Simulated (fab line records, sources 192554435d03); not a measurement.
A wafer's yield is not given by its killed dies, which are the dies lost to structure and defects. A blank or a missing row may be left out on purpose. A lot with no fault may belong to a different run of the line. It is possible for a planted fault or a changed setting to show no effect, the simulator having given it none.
The tool behind it: which one? + flow n5Finfet + route of 1938 steps, sampled at 1 step: 8 lots, 22 wafers

## WHAT THE GAUGES SHOWED, per wafer
N5_BEOL_M4_RC_MEAS_101.
| lot  | measured     | on        | DIBL_N (mV/V)  |
|------|--------------|-----------|----------------|
| L387 | day 8 04:02  | prober-02 | 36.6 36.5 37.0 |
| L389 | day 8 06:36  | prober-02 | 37.0 35.4 34.7 |
| L393 | day 10 09:23 | prober-02 | 34.4 36.3 35.7 |
| L404 | day 12 16:58 | prober-01 | 33.7 34.8      |
| L403 | day 12 18:50 | prober-02 | 35.7 35.6      |
| L406 | day 12 22:19 | prober-02 | 38.6 36.9 39.0 |
| L407 | day 13 12:11 | prober-01 | 36.0 37.5 36.9 |
| L409 | day 13 19:11 | prober-02 | 36.3 36.1 38.6 |

## TOOL THAT RAN EACH LOT (tool first, then ch and the chambers of the sampled wafers, then the start)
The record shows no process step preceding these readings.

## THE ANSWER, worked out from the rows above alone
Rule: the usual values come from the lots themselves. Put in order of their means at a reading, lots are off if they are a third of the lots or fewer, leave a main group of 4 or more, and stand apart from it by a gap of 3 or more times the standard deviation of the main group's means; of several such gaps the widest counts. If all means in a main group match to the digits the tables above print for the reading, that group is not used. Also off: a lot with no number at a reading for which 4 or more lots have one. The other lots that the step has rows for count as sound.
No lot is off on any of the readings shown, so nothing can be concluded from this.

## WHAT HAD BEEN PUT IN BY THE SIMULATOR
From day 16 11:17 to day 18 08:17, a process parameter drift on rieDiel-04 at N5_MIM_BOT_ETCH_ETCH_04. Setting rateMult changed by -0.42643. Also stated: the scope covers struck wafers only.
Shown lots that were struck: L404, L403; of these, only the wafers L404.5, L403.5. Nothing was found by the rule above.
